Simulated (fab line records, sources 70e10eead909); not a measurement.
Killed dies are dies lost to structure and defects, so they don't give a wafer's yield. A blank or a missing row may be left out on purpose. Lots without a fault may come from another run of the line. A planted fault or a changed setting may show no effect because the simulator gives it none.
A struck lot beside a sound one | flow nand_harc | 17 steps out of a route of 1159
Sound: wafers L101.1, L101.4, L101.6. Struck: wafer L105.4. (L105.1, L105.6 of the same lot were not struck and are left out.) The cause comes at the end.
At each step with rows: each side's tool, then ch and its chambers, then its first start. Under that, the readings that differ: sound wafers | struck wafers | difference of the means | sigmas: that difference in standard deviations of wafers without a fault.
alike: readings whose means differ by less than 2 such deviations, and words and numbers that are the same on both sides. not compared: withheld readings, readings that some wafer has no value for, bounds like >300 that may hide the same value, and numbers for which the record gives no deviation and whose values overlap.
The two part at a step that has a row with sigmas, a row that says differs or no value, or rows on one side only. Numbers that don't overlap but have no deviation are shown without sigmas and don't part them. A reading that every wafer of one side lacks parts them only if that side has two wafers or more.

NHARC_A_M1_INSPECT_11:
  sound on defect_inspect-02, day 19 09:23; struck on defect_inspect-02, day 20 12:37
  alike: raw_defect_count
NHARC_A_M1_DESCUM_14: chemistry O2, time 3 s.
  sound on rie_diel-10 ch 0,2,3, day 19 09:28; struck on rie_diel-03 ch 1, day 20 12:41
  reading                | sound                | struck | difference | sigmas
  throttle_valve_pct (%) | 11.345 11.320 11.302 | 11.298 | -0.024     | -2
  alike: drypump_motor_current_A, oes_product_au, rf_vpp_V, showerhead_plenum_p_Torr
  not compared: rf_hours_counter_h
then, 2 steps without rows for these wafers: NHARC_A_M1_ETCH_35 (etches the open film in N2/H2, target depth 40 nm, overetch 12 nm, time 43.94 s); NHARC_A_M1_ETCH_15 (etches the open film in C4F8/Ar, target depth 182.5 nm, time 91.2 s).
NHARC_A_M1_CD_MEAS_16:
  sound on cd_sem-03, day 19 09:48; struck on cd_sem-01, day 20 12:59
  alike: cd_nm
then, 3 steps without rows for these wafers: NHARC_A_M1_STRIP_18 (strips in N2/H2); NHARC_A_M1_ETCH_28 (etches the open film in CF4/N2, target depth 30 nm, time 72.99 s); NHARC_A_M1_STRIP_19 (strips in post etch residue remover, time 600 s).
NHARC_A_M1_DEGAS_29: time 60 s.
  sound on pvd_sputter-01, day 19 10:36; struck on pvd_sputter-03, day 20 13:41
  reading            | sound       | struck | difference | sigmas
  heater_power_w (W) | 369 373 400 | 299    | -82        | -2
then, 1 step without rows for these wafers: NHARC_A_M1_PRE_CLEAN_30 (time 30 s).
NHARC_A_M1_PVD_20: deposits TaN, target thk 5 nm, time 8.06 s.
  sound on pvd_sputter-01; struck on pvd_sputter-03
  alike: throttle_valve_pct
NHARC_A_M1_PVD_21: deposits Cu, target thk 30 nm, time 20.49 s.
  sound on pvd_sputter-01; struck on pvd_sputter-03
  alike: throttle_valve_pct
NHARC_A_M1_ECD_22: material Cu, target thk 400 nm.
  sound on ecd_cu-02 ch 0,1, day 19 11:01; struck on ecd_cu-02 ch 0,1, day 20 14:20
NHARC_A_M1_ANNEAL_31: time 90 s.
  sound on rtp_anneal-02 ch 0, day 19 11:20; struck on rtp_anneal-02 ch 0, day 20 14:41
  alike: wafer_temp_C_max
NHARC_A_M1_CMP_23: polishes, t overpolish 20 s, target thk 154.34 nm.
  sound on cmp-03 ch 1,2,3, day 19 11:43; struck on cmp-01 ch 0, day 20 15:03
  reading                | sound          | struck | difference | sigmas
  time_to_endpoint_s (s) | 24.8 27.2 28.7 | 15.6   | -11.3      | -5
  alike: motor_current_A
NHARC_A_M1_THK_MEAS_24: measures by xrf.
  sound on film_metro-01, day 19 12:00; struck on film_metro-01, day 20 15:20
  alike: thk_nm
NHARC_END_SORT_01:
  the record has rows for the sound wafers here (prober-01 ch 0, day 21 01:26) and none for the struck ones

WHERE THEY PART
First at NHARC_A_M1_DESCUM_14; last, within this record, at NHARC_END_SORT_01.

WHY: what the simulator had put in
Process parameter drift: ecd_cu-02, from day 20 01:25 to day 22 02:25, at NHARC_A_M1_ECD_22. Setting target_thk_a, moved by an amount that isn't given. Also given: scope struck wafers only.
